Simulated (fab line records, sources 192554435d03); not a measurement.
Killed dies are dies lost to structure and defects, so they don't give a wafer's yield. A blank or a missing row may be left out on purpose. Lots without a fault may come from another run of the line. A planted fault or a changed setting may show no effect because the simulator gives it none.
fab line records | flow n5_finfet
record lots=6 wafers=18 last_day=18
route steps=1938 shown BEOL_M4@1049 PASSIVATION@1936
lots that met no fault: from a run of the same line without faults
start_h: hours from the record's first day to the start of the lot's first wafer shown | wait_h: hours since the lot's step before | " the same as in the row above | L1.1+2: a row that stands for several wafers | - no value, or no start given | * or withheld: withheld | < > ~ a bound
route shown NAME@n: a module of which the file shows steps, and the number in the route of the first | usual: mean/standard deviation of fault-free wafers | same: alike in all rows | chamber/n: place in a boat | sites: the reading at each site | _std_site: their standard deviation | _edge_site: outer sites' mean less inner sites' | radius_mm: how far each site lies from the wafer's centre | mask NAME#n: copy n | behind: the tool/chamber that last shaped the wafer | hold: why the lot was held/for how many hours/how that ended | device: the transistor (n, p or np) that didn't switch | end of line: the same wafers' tests at the end of the route | a step without rows: its recipe alone | killed: dies lost to structure and defects at the first sort, not the wafer's yield | map: a wafer's dies, x killed, . not, _ none there
set.NAME: the setting as run; set.NAME@STEP: as run at that earlier step | model.NAME: the simulator's own value behind a step, which no gauge read
lots at some steps of the route; a table a step, a row a wafer
services: from which hour (start_h, from the record's first day; less than 0 if before it) a tool's chamber was out of use, for how many hours, and why
## steps
# step N5_BEOL_M4_COAT_76
# recipe resist=underlayer temp_c=205 time_s=60 spin_rpm=1500 resist_thk_nm=5
# step N5_BEOL_M4_COAT_22
# recipe resist=CAR-EUV spin_rpm=1500 resist_thk_nm=30
# step N5_BEOL_M4_EBR_24
# recipe solvent=PGMEA ebr_width_mm=1.5
# step N5_BEOL_M4_SOFTBAKE_23
# recipe temp_c=110 time_s=60 resist=CAR-EUV
# step N5_BEOL_M4_EXPOSE_25
# recipe mask_id=V3 na=0.33 source_shape=quasar sigma_inner=0.2 sigma_outer=0.8 polarization=unpolarized defocus_nm=5 dose_mj=63
# step N5_BEOL_M4_PEB_26
# recipe peb_temp_c=100 peb_time_s=60 resist=CAR-EUV
# step N5_BEOL_M4_DEVELOP_27
# recipe develop_time_s=30 developer=TMAH resist=CAR-EUV rinse_liquid=surfactant_rinse dry=air_spin dev_temp_c=23
# step N5_BEOL_M4_CD_MEAS_28
# recipe target_cd_nm=26.2 landing_energy_ev=500 detector=se_inlens target_cd_y_nm=24.1 polarity=opening
# usual cd_nm=26.31/0.23
# columns lot.wafer tool chamber start_h wait_h cd_nm
L779.2 cd_sem-03 0 192.69 - 26.23
L779.4 " 0 " " 26.23
L779.5 " 0 " " 26.22
L783.1 cd_sem-03 0 213.54 - 26.37
L783.5 " 0 " " 26.47
L783.6 " 0 " " 26.20
L784.3 cd_sem-01 0 236.12 - 26.21
L784.4 " 0 " " 26.15
L784.6 " 0 " " 25.97
L788.2 cd_sem-02 0 249.01 - 26.15
L788.3 " 0 " " 25.89
L788.4 " 0 " " 25.95
L795.2 cd_sem-01 0 305.88 - 26.45
L795.3 " 0 " " 26.12
L795.6 " 0 " " 26.29
L796.2 cd_sem-01 0 313.69 - 26.51
L796.3 " 0 " " 26.29
L796.4 " 0 " " 26.13
# step N5_BEOL_M4_OVL_MEAS_29
# recipe points_per_wafer=522
# usual V3_OVL=0.2/0.67
# columns lot.wafer tool chamber start_h wait_h V3_OVL[nm]
L779.2 overlay-01 0 192.73 0.0 0.4
L779.4 " 0 " " 0.6
L779.5 " 0 " " 0.5
L783.1 overlay-02 0 213.57 0.0 0.0
L783.5 " 0 " " 0.6
L783.6 " 0 " " -0.2
L784.3 overlay-02 0 236.16 0.0 1.2
L784.4 " 0 " " 0.3
L784.6 " 0 " " 0.6
L788.2 overlay-01 0 249.05 0.0 0.7
L788.3 " 0 " " 1.1
L788.4 " 0 " " 0.4
L795.2 overlay-01 0 305.91 0.0 -0.8
L795.3 " 0 " " -1.0
L795.6 " 0 " " -1.1
L796.2 overlay-02 0 313.73 0.0 -0.1
L796.3 " 0 " " -1.3
L796.4 " 0 " " 0.1
# step N5_BEOL_M4_INSPECT_30
# recipe mode=adi inspect_instrument=brightfield
# usual raw_defect_count=412/81
# columns lot.wafer tool chamber start_h wait_h raw_defect_count
L779.2 defect_inspect-01 - 192.78 0.0 405
L779.4 " - " " 384
L779.5 " - " " 418
L783.1 defect_inspect-02 - 213.63 0.1 305
L783.5 " - " " 270
L783.6 " - " " 497
L784.3 defect_inspect-02 - 236.20 0.0 557
L784.4 " - " " 579
L784.6 " - " " 521
L788.2 defect_inspect-02 - 249.10 0.0 408
L788.3 " - " " 450
L788.4 " - " " 537
L795.2 defect_inspect-02 - 305.97 0.0 451
L795.3 " - " " 459
L795.6 " - " " 470
L796.2 defect_inspect-01 - 313.78 0.0 439
L796.3 " - " " 408
L796.4 " - " " 380
# step N5_BEOL_M4_DESCUM_33
# recipe chemistry=O2 time_s=7 source_power_w=50 bias_power_w=20 pressure_mtorr=20 rf_frequency_hz=2.712e+07 temp_c=40 resist=CAR-EUV o2_flow_sccm=225
# usual drypump_motor_current_A=5.7/0.42 oes_product_au=0.80/0.11 rf_vpp_V=242.8/1.5 showerhead_plenum_p_Torr=2.08/0.087 temp_c=40.00/0.1 throttle_valve_pct=20.34/0.27
# columns lot.wafer tool chamber start_h wait_h drypump_motor_current_A oes_product_au rf_hours_counter_h rf_vpp_V showerhead_plenum_p_Torr temp_c throttle_valve_pct
L779.2 rie_diel-04 0 192.89 0.1 5.6 0.68 245 241.6 1.99 39.99 20.42
L779.4 " 1 " " 5.2 0.70 193 240.4 2.00 39.84 20.10
L779.5 " 2 " " 5.8 0.72 - 243.0 2.19 39.95 20.70
L783.1 rie_diel-06 1 214.56 0.9 6.0 0.68 252 242.1 2.07 40.10 20.92
L783.5 " 1 " " 6.0 0.68 - 241.4 2.07 40.03 20.91
L783.6 " 2 " " 5.4 0.68 - 241.5 1.98 40.23 20.46
L784.3 rie_diel-06 3 236.45 0.2 6.4 0.82 76 242.1 2.01 39.95 20.17
L784.4 " 2 " " 5.4 0.68 - 241.1 1.97 40.06 20.49
L784.6 " 0 " " 6.6 0.95 - 242.1 2.05 39.60 20.27
L788.2 rie_diel-06 2 249.23 0.1 5.4 0.68 228 242.0 1.97 40.04 20.50
L788.3 " 0 " " 6.6 0.93 8 242.2 2.05 39.93 20.29
L788.4 " 1 " " 6.0 1.02 2 243.5 2.07 40.07 20.50
L795.2 rie_diel-05 3 306.00 0.0 5.6 0.94 27 241.1 2.04 40.15 20.34
L795.3 " 1 " " 6.0 0.80 93 241.8 2.04 39.93 20.30
L795.6 " 0 " " 5.7 0.87 - 247.3 2.26 40.01 20.44
L796.2 rie_diel-05 3 313.99 0.2 5.6 0.92 31 241.8 2.04 39.91 20.33
L796.3 " 2 " " 5.1 0.99 0 243.9 2.15 40.04 19.92
L796.4 " 1 " " 6.1 0.81 97 243.4 2.04 39.81 20.29
# step N5_BEOL_M4_ETCH_77
# recipe chemistry=N2/H2 target=underlayer target_depth_a=65 mask_material=CAR-EUV time_s=5.2 ion_energy_ev=200 pressure_mtorr=30 source_w=840 bias_w=150 n2_flow_sccm=200 h2_flow_sccm=200 ends=cleared
# usual drypump_motor_current_A=5.7/0.42 etch_rf_on_time_s=5.17/0.13 oes_product_au=0.69/0.088 rf_vpp_V=523.1/2.8 showerhead_plenum_p_Torr=2.52/0.097 throttle_valve_pct=17.76/0.27
# columns lot.wafer tool chamber start_h wait_h drypump_motor_current_A etch_rf_on_time_s oes_product_au rf_hours_counter_h rf_vpp_V showerhead_plenum_p_Torr throttle_valve_pct
L779.2 rie_diel-04 0 192.92 0.0 5.6 5.17 0.58 245 521.4 2.41 17.95
L779.4 " 1 " " 5.2 5.34 0.59 193 521.5 2.43 17.50
L779.5 " 2 " " 5.8 5.25 0.62 - 526.8 2.65 18.09
L783.1 rie_diel-06 1 214.61 0.0 6.0 5.07 0.58 252 524.1 2.50 18.22
L783.5 " 1 " " 6.0 5.02 0.58 - 522.3 2.50 18.23
L783.6 " 2 " " 5.4 5.32 0.59 - 519.3 2.43 18.20
L784.3 rie_diel-06 3 236.49 0.0 6.5 5.06 0.72 76 523.2 2.47 17.79
L784.4 " 2 " " 5.5 5.37 0.58 - 518.0 2.43 18.24
L784.6 " 0 " " 6.7 5.25 0.81 - 523.2 2.48 17.57
L788.2 rie_diel-06 2 249.27 0.0 5.5 5.29 0.58 228 520.4 2.43 18.26
L788.3 " 0 " " 6.6 5.18 0.81 8 523.2 2.47 17.56
L788.4 " 1 " " 6.0 4.80 0.87 2 522.2 2.49 17.75
L795.2 rie_diel-05 3 306.03 0.0 5.7 5.22 0.78 27 522.1 2.51 18.04
L795.3 " 1 " " 6.1 5.12 0.67 93 522.6 2.49 17.76
L795.6 " 0 " " 5.7 5.05 0.76 - 528.4 2.68 17.45
L796.2 rie_diel-05 3 314.03 0.0 5.7 5.27 0.77 31 521.0 2.50 18.06
L796.3 " 2 " " 5.1 5.27 0.84 1 524.9 2.62 17.36
L796.4 " 1 " " 6.1 5.13 0.68 97 523.2 2.49 17.76
# step N5_BEOL_M4_ETCH_69
# recipe chemistry=CF4 target=SiARC target_depth_a=156 mask_material=CAR-EUV time_s=26 ion_energy_ev=80 pressure_mtorr=40 source_w=545 bias_w=36 Ar_flow_sccm=100 cf4_flow_sccm=100 ends=cleared
# usual cf4_flow_sccm=100.0/0.32 drypump_motor_current_A=5.7/0.42 etch_rf_on_time_s=25.9/0.7 oes_product_au=0.69/0.089 rf_vpp_V=183.8/1.2 showerhead_plenum_p_Torr=2.12/0.083 throttle_valve_pct=15.49/0.24
# columns lot.wafer tool chamber start_h wait_h cf4_flow_sccm drypump_motor_current_A etch_rf_on_time_s oes_product_au rf_hours_counter_h rf_vpp_V showerhead_plenum_p_Torr throttle_valve_pct
L779.2 rie_diel-04 0 192.94 0.0 99.4 5.6 26.5 0.57 245 182.2 2.03 15.60
L779.4 " 1 " " 100.6 5.3 26.8 0.60 193 182.5 2.05 15.39
L779.5 " 2 " " 99.9 5.8 26.1 0.62 - 185.8 2.20 15.71
L783.1 rie_diel-06 1 214.64 0.0 100.0 6.0 25.1 0.59 252 183.2 2.10 16.04
L783.5 " 1 " " 100.1 6.0 25.2 0.59 - 184.2 2.10 16.02
L783.6 " 2 " " 99.3 5.4 26.7 0.59 - 183.1 2.02 15.72
L784.3 rie_diel-06 3 236.50 0.0 129.6 6.5 23.8 0.75 76 183.6 2.25 16.56
L784.4 " 2 " " 130.5 5.4 25.8 0.60 - 183.2 2.21 16.93
L784.6 " 0 " " 130.4 6.7 25.0 0.84 - 185.7 2.32 16.75
L788.2 rie_diel-06 2 249.28 0.0 130.5 5.4 25.3 0.60 228 182.7 2.21 16.91
L788.3 " 0 " " 129.9 6.7 25.0 0.82 8 185.8 2.32 16.75
L788.4 " 1 " " 129.8 6.0 23.2 0.89 2 183.8 2.30 16.71
L795.2 rie_diel-05 3 306.05 0.0 100.3 5.6 25.8 0.78 27 183.2 2.11 15.52
L795.3 " 1 " " 99.8 6.1 25.7 0.68 93 183.1 2.08 15.35
L795.6 " 0 " " 99.7 5.8 26.1 0.74 - 186.3 2.27 15.41
L796.2 rie_diel-05 3 314.04 0.0 100.1 5.6 26.1 0.77 31 183.8 2.11 15.52
L796.3 " 2 " " 99.5 5.1 26.4 0.83 1 184.9 2.22 15.21
L796.4 " 1 " " 100.0 6.1 25.8 0.69 97 183.6 2.08 15.36
# step N5_BEOL_M4_ALD_98
# recipe material=SiO2 target_thk_a=25 temp_c=100 ald_precursor_family=BDEAS ald_co_reactant=O2-plasma pulse_time_s=1 co_reactant_pulse_time_s=1 purge_time_s=2 co_reactant_purge_time_s=2 ald_cycles=17 pressure_torr=2
# usual heater_power_outer_w=41/5.2 heater_power_w=78/10 precursor_pulse_height_rel=1.000/0.02
# columns lot.wafer tool chamber start_h wait_h heater_power_outer_w heater_power_w precursor_pulse_height_rel
L779.2 ald_sin-01 2 193.28 0.3 45 88 0.984
L779.4 " 3 " " 35 67 1.012
L779.5 " 0 " " 37 69 1.000
L783.1 ald_sin-04 0 214.75 0.1 41 83 0.997
L783.5 " 0 " " 41 85 1.012
L783.6 " 1 " " 47 91 0.987
L784.3 ald_sin-04 0 236.59 0.1 41 83 1.066
L784.4 " 3 " " 39 78 0.984
L784.6 " 3 " " 38 78 1.015
L788.2 ald_sin-04 1 249.36 0.1 48 92 1.002
L788.3 " 3 " " 38 80 0.993
L788.4 " 2 " " 47 78 0.989
L795.2 ald_sin-01 3 306.13 0.1 35 69 0.973
L795.3 " 2 " " 45 88 0.997
L795.6 " 1 " " 38 67 0.956
L796.2 ald_sin-01 1 314.13 0.1 38 69 0.987
L796.3 " 0 " " 37 67 1.017
L796.4 " 2 " " 45 89 1.022
# step N5_BEOL_M4_RC_MEAS_101
# usual DIBL_N=36.0/2.5 DIBL_P=36.7/3 IOFF_N=0.16/0.043 IOFF_P=0.21/0.049 ION_N=673/15 ION_P=461/9.8 SS_N=71.5/0.83 SS_P=73.4/0.83 VT_N=250/4 VT_P=-251/4
# columns lot.wafer tool chamber start_h wait_h DIBL_N[mV/V] DIBL_P[mV/V] IOFF_N[nA/um] IOFF_P[nA/um] ION_N[uA/um] ION_P[uA/um] SS_N[mV/dec] SS_P[mV/dec] VT_N[mV] VT_P[mV]
L779.2 prober-01 0 200.08 0.2 33.9 35.4 0.13 0.19 667 466 71.1 73.3 251 -250
L779.4 " 0 " " 35.2 36.0 0.14 0.19 657 449 70.9 73.2 252 -251
L779.5 " 0 " " 36.3 38.9 0.17 0.27 671 465 70.7 74.9 247 -247
L783.1 prober-02 0 219.89 0.0 39.1 39.8 0.19 0.24 691 469 72.4 74.3 248 -252
L783.5 " 0 " " 38.5 39.3 0.18 0.24 677 461 72.4 74.1 252 -250
L783.6 " 0 " " 39.4 38.7 0.22 0.23 677 456 73.0 74.3 248 -251
L784.3 prober-02 0 242.34 0.3 36.3 36.6 0.18 0.21 697 467 71.0 73.8 249 -252
L784.4 " 0 " " 39.4 39.3 0.20 0.24 678 457 72.8 74.5 248 -252
L784.6 " 0 " " 39.2 40.1 0.22 0.27 691 482 72.9 74.1 247 -249
L788.2 prober-01 0 266.77 0.2 37.9 40.2 0.20 0.28 682 472 72.1 74.6 247 -245
L788.3 " 0 " " 36.3 37.5 0.17 0.23 667 457 71.5 73.8 250 -246
L788.4 " 0 " " 34.1 35.2 0.13 0.19 667 459 71.5 73.1 253 -251
L795.2 prober-01 0 320.03 0.2 37.2 38.7 0.19 0.22 670 452 71.5 73.9 247 -249
L795.3 " 0 " " 37.1 39.0 0.17 0.23 663 457 71.8 73.9 249 -250
L795.6 " 0 " " 36.9 38.0 0.17 0.22 688 467 71.7 73.6 249 -250
L796.2 prober-01 0 325.48 0.2 35.5 36.3 0.13 0.16 666 456 71.7 72.6 255 -257
L796.3 " 0 " " 36.5 37.3 0.14 0.17 651 443 71.4 73.3 255 -254
L796.4 " 0 " " 30.5 30.2 0.08 0.10 635 435 69.7 71.2 258 -264
# step N5_PASSIVATION_PROBE_49
# usual defect_limited_yield=91.1/1.5 killed_at_M0_to_M3=37/11 killed_at_M4_up=13/5.6 killed_at_contacts=12/5.6 killed_at_front_end=39/11 killed_at_other=4/3.1 killed_dies=105/18 killed_open=69/13 killed_short=35/7.4 sort_bin_5_function=5.1/0.92 sort_bin_6_memory=3.4/0.76 sort_bin_8_speed=0.02/0.11 sort_n_pass=1075/18 sort_yield_pct=91.1/1.5
# same gross_dies=1180 killed_at_back_side=0 sort_bin_4_leakage[%]=0
# columns lot.wafer tool chamber start_h wait_h defect_limited_yield[%] killed_at_M0_to_M3 killed_at_M4_up killed_at_contacts killed_at_front_end killed_at_other killed_dies killed_open killed_short sort_bin_5_function[%] sort_bin_6_memory[%] sort_bin_8_speed[%] sort_n_pass sort_yield_pct[%]
L779.2 prober-01 - 301.77 0.1 92.0 35 11 2 37 9 94 54 40 4.3 3.2 0 1086 92.0
L779.4 prober-01 - 301.87 0.2 90.6 30 6 7 52 16 111 70 41 5.1 4.2 0 1069 90.6
L779.5 prober-01 - 301.92 0.2 91.1 36 18 8 34 9 105 62 42 5.5 3.2 0 1075 91.1
L788.2 prober-01 - 377.96 0.1 90.3 36 17 16 45 1 115 82 33 5.3 4.3 0 1065 90.3
L788.3 prober-01 - 378.01 0.1 89.3 50 20 19 36 1 126 83 43 6.3 4.1 0 1054 89.3
L788.4 prober-01 - 378.06 0.2 91.7 24 15 13 45 1 98 64 34 4.2 4.0 0 1082 91.7
L795.2 prober-02 - 422.72 0.1 91.4 33 21 4 40 3 101 54 46 5.0 3.1 0 1079 91.4
L795.3 prober-02 - 422.77 0.1 88.9 53 11 17 45 5 131 86 45 5.9 4.7 0 1049 88.9
L795.6 prober-02 - 422.92 0.3 89.1 42 17 5 64 1 129 84 45 6.3 4.4 0 1051 89.1
L796.2 prober-02 - 433.25 0.1 90.3 46 12 2 53 2 115 79 36 4.9 4.5 0 1065 90.3
L796.3 prober-02 - 433.30 0.1 91.3 37 4 3 54 5 103 62 36 4.1 4.1 0 1077 91.3
L796.4 prober-02 - 433.35 0.2 90.2 51 7 4 54 0 116 73 34 5.8 3.1 1.27 1049 88.9
# killed by level:class
L779.2 FIN_SAQP:geometric_particle:short=11 BEOL_M2:geometric_particle:open=10 STI_FIN_REVEAL:geometric_particle:open=9 BEOL_M0_SAQP:geometric_particle:short=7 BEOL_M0_SAQP:geometric_particle:open=5 BEOL_M3:geometric_particle:open=5 MIM_TOP_ETCH:geometric_particle:short=5 FIN_SAQP:geometric_particle:open=4
L779.4 FIN_SAQP:geometric_particle:short=17 FIN_SAQP:geometric_particle:open=12 STI_FIN_REVEAL:geometric_particle:open=9 BEOL_M0_SAQP:geometric_particle:open=8 MIM_TOP_ETCH:geometric_particle:short=8 DUMMY_GATE:geometric_particle:open=5 MOL_CONTACT_COAG:geometric_particle:open=5 BEOL_M1:geometric_particle:open=5
L779.5 FIN_SAQP:geometric_particle:short=10 BEOL_M0_SAQP:geometric_particle:short=10 FIN_SAQP:geometric_particle:open=9 BEOL_M2:geometric_particle:open=7 MOL_CONTACT_COAG:geometric_particle:open=6 ILD0:geometric_particle:short=5 BEOL_M0_SAQP:geometric_particle:open=5 STI_FIN_REVEAL:geometric_particle:open=4
L788.2 BEOL_M0_SAQP:geometric_particle:open=12 FIN_SAQP:geometric_particle:short=11 MOL_CONTACT_COAG:geometric_particle:open=11 FIN_SAQP:geometric_particle:open=10 BEOL_M3:geometric_particle:open=9 DUMMY_GATE:geometric_particle:open=8 BEOL_M1:geometric_particle:open=7 BEOL_M4:geometric_particle:open=6
L788.3 MOL_CONTACT_COAG:geometric_particle:open=16 BEOL_M0_SAQP:geometric_particle:open=14 FIN_SAQP:geometric_particle:short=11 BEOL_M0_SAQP:geometric_particle:short=10 BEOL_M4:geometric_particle:open=10 BEOL_M2:geometric_particle:open=9 BEOL_M3:geometric_particle:open=8 FIN_SAQP:geometric_particle:open=6
L788.4 STI_FIN_REVEAL:geometric_particle:open=14 FIN_SAQP:geometric_particle:short=13 MOL_CONTACT_COAG:geometric_particle:open=10 BEOL_M1:geometric_particle:open=9 BEOL_M0_SAQP:geometric_particle:open=5 GATE_CUT:geometric_particle:short=4 BEOL_M0_SAQP:geometric_particle:short=4 BEOL_M2:geometric_particle:open=3
L795.2 FIN_SAQP:geometric_particle:short=11 BEOL_M0_SAQP:geometric_particle:short=9 BEOL_M5:geometric_particle:open=8 BEOL_M0_SAQP:geometric_particle:open=7 GATE_CUT:geometric_particle:short=6 FIN_SAQP:geometric_particle:open=4 BEOL_M1:geometric_particle:open=4 BEOL_M6:geometric_particle:open=4
L795.3 BEOL_M0_SAQP:geometric_particle:open=15 MOL_CONTACT_COAG:geometric_particle:open=13 BEOL_M2:geometric_particle:open=12 BEOL_M0_SAQP:geometric_particle:short=11 STI_FIN_REVEAL:geometric_particle:open=9 GATE_CUT:geometric_particle:short=8 FIN_SAQP:geometric_particle:open=7 DUMMY_GATE:geometric_particle:open=5
L795.6 STI_FIN_REVEAL:geometric_particle:open=21 BEOL_M1:geometric_particle:open=12 FIN_SAQP:geometric_particle:short=9 BEOL_M4:geometric_particle:open=9 BEOL_M0_SAQP:geometric_particle:short=8 DUMMY_GATE:geometric_particle:open=7 FIN_SAQP:geometric_particle:open=6 BEOL_M2:geometric_particle:short=6
L796.2 BEOL_M0_SAQP:geometric_particle:open=16 STI_FIN_REVEAL:geometric_particle:open=13 FIN_SAQP:geometric_particle:open=11 FIN_SAQP:geometric_particle:short=10 BEOL_M1:geometric_particle:open=7 BEOL_M0_SAQP:geometric_particle:short=7 DUMMY_GATE:geometric_particle:open=6 BEOL_M2:geometric_particle:open=6
L796.3 FIN_SAQP:geometric_particle:short=13 BEOL_M0_SAQP:geometric_particle:open=13 FIN_SAQP:geometric_particle:open=12 STI_FIN_REVEAL:geometric_particle:open=10 BEOL_M0_SAQP:geometric_particle:short=9 HKMG_FIN:area_etch=5 BEOL_M3:geometric_particle:open=4 BEOL_M1:geometric_particle:open=3
L796.4 BEOL_M0_SAQP:geometric_particle:open=17 STI_FIN_REVEAL:geometric_particle:open=14 BEOL_M0_SAQP:geometric_particle:short=14 FIN_SAQP:geometric_particle:open=11 HKMG_FIN:area_etch=8 BEOL_M1:geometric_particle:open=5 DUMMY_GATE:geometric_particle:open=4 BEOL_M1:geometric_particle:short=4
## services
# columns tool chamber start_h hours kind
ald_sin-04 - 179.19 14.0 pm
rie_diel-05 1 183.09 9.7 repair
rie_diel-06 0 194.55 - clean
rie_diel-06 0 194.55 - consumable_replace:focus_ring
rie_diel-06 0 194.55 34.3 scheduled_down
rie_diel-06 0 194.55 34.3 vent_cycle
ald_sin-01 3 199.85 8.9 repair
rie_diel-05 3 209.61 4.5 repair
ald_sin-04 0 220.84 3.6 repair
rie_diel-05 0 223.81 5.5 repair
rie_diel-06 1 228.90 - clean
rie_diel-06 1 228.90 - consumable_replace:focus_ring
rie_diel-06 1 228.90 14.3 scheduled_down
rie_diel-06 1 228.90 14.3 vent_cycle
ald_sin-01 0 234.37 8.1 repair
ald_sin-04 - 241.78 0.4 repair
ald_sin-01 - 246.83 1.3 repair
ald_sin-01 - 258.78 6.1 pm
rie_diel-04 - 266.81 2.4 repair
ald_sin-04 0 274.28 15.9 repair
rie_diel-06 - 275.37 4.3 pm
rie_diel-06 2 294.86 13.9 repair
rie_diel-04 2 302.94 7.1 repair
rie_diel-04 2 310.68 4.4 repair
## key
first_sign step=N5_BEOL_M4_ETCH_69 reading=cf4_flow_sccm direction=up sigmas=94 usual=100.0 struck=130.1
effect step=N5_BEOL_M4_ETCH_69 reading=throttle_valve_pct direction=up sigmas=5.4 usual=* struck=*
met_at N5_BEOL_M4_ETCH_69
struck_wafers L784.3,L784.4,L784.6,L788.2,L788.3,L788.4
onset_between 214.64 236.50
fault kind=process_parameter_drift tool=rie_diel-06 chamber=- onset_h=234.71 steps=N5_BEOL_M4_ETCH_69 channel=cf4_flow_sccm offset=30 shape=step end_h=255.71 acts_in=these_recipes_only stated=100
